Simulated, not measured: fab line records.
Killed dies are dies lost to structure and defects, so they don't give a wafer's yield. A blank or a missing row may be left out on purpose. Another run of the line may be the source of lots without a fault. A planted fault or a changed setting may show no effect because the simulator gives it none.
Chamber matching -- flow n5 finfet -- 4 sister chambers for N5_BEOL_M0_SAQP_SPACER2_ETCHBACK_27 on rie diel-03
The step etches SiO2 in CHF3/O2, target depth 22.5 nm, time 11.25 s. 27 wafers are shown with their chamber, then 12 later ones without.

WAFERS WITH THEIR CHAMBER
wafer,chamber,showerhead plenum p Torr (Torr),throttle valve pct (%),drypump motor current A (A)
L074.1,3,2.51,18.91,6.2
L074.4,0,2.44,18.39,5.1
L074.5,0,2.44,18.39,5.0
L076.2,0,2.44,18.40,5.0
L076.3,2,2.30,19.11,5.5
L076.4,3,2.51,18.90,6.3
L080.3,2,2.30,19.11,5.6
L080.4,1,2.42,18.84,5.3
L080.5,0,2.44,18.42,5.0
L082.3,2,2.30,19.12,5.5
L082.4,3,2.50,18.92,6.2
L082.5,0,2.44,18.41,5.0
L086.1,2,2.29,19.13,5.5
L086.3,1,2.42,18.85,5.3
L086.5,0,2.43,18.42,5.1
L087.1,0,2.43,18.43,5.0
L087.5,1,2.42,18.85,5.3
L087.6,0,2.43,18.41,5.0
L089.1,0,2.43,18.44,5.0
L089.4,3,2.50,18.95,6.3
L089.5,1,2.42,18.86,5.3
L091.2,1,2.42,18.86,5.3
L091.3,3,2.50,18.96,6.3
L091.6,1,2.42,18.85,5.3
L092.1,3,2.49,18.95,6.3
L092.2,2,2.29,19.16,5.5
L092.3,0,2.43,18.42,5.0

SIGNATURES (means of the wafers above)
reading,chamber 0,chamber 1,chamber 2,chamber 3,scatter within a chamber
showerhead plenum p Torr,2.4350,2.4200,2.2960,2.5017,0.00533
throttle valve pct,18.4130,18.8517,19.1260,18.9317,0.0181
drypump motor current A,5.020,5.300,5.520,6.267,0.0403
Rule: for a wafer and a chamber, the distance is found by dividing, reading by reading, the gap between the wafer's reading and the chamber's mean by the reading's scatter, squaring, summing and taking the root. The wafer belongs to the nearest chamber; if the next one is less than 2 further off, it can't be placed. The scatter: the root of (the sum of the squares of (reading less its chamber's mean) over the shown wafers, divided by (wafers less chambers)).

WAFERS MISSING THEIR CHAMBER
wafer,showerhead plenum p Torr (Torr),throttle valve pct (%),drypump motor current A (A)
L093.3,2.43,18.42,5.1
L093.4,2.29,19.15,5.5
L093.6,2.43,18.46,5.0
L095.2,2.42,18.86,5.3
L095.3,2.29,19.17,5.5
L095.4,2.43,18.44,5.0
L096.2,2.29,19.17,5.5
L096.4,2.43,18.44,5.0
L096.6,2.29,19.16,5.5
L097.3,2.29,19.15,5.5
L097.5,2.43,18.45,5.0
L097.6,2.41,18.88,5.3

WHICH CHAMBER EACH WENT THROUGH
wafer,from the rows above,in truth
L093.3,0,0
L093.4,2,2
L093.6,0,0
L095.2,1,1
L095.3,2,2
L095.4,0,0
L096.2,2,2
L096.4,0,0
L096.6,2,2
L097.3,2,2
L097.5,0,0
L097.6,1,1
Correctly placed: 12 of 12. Not placeable from these rows: 0. Placed wrongly: 0.
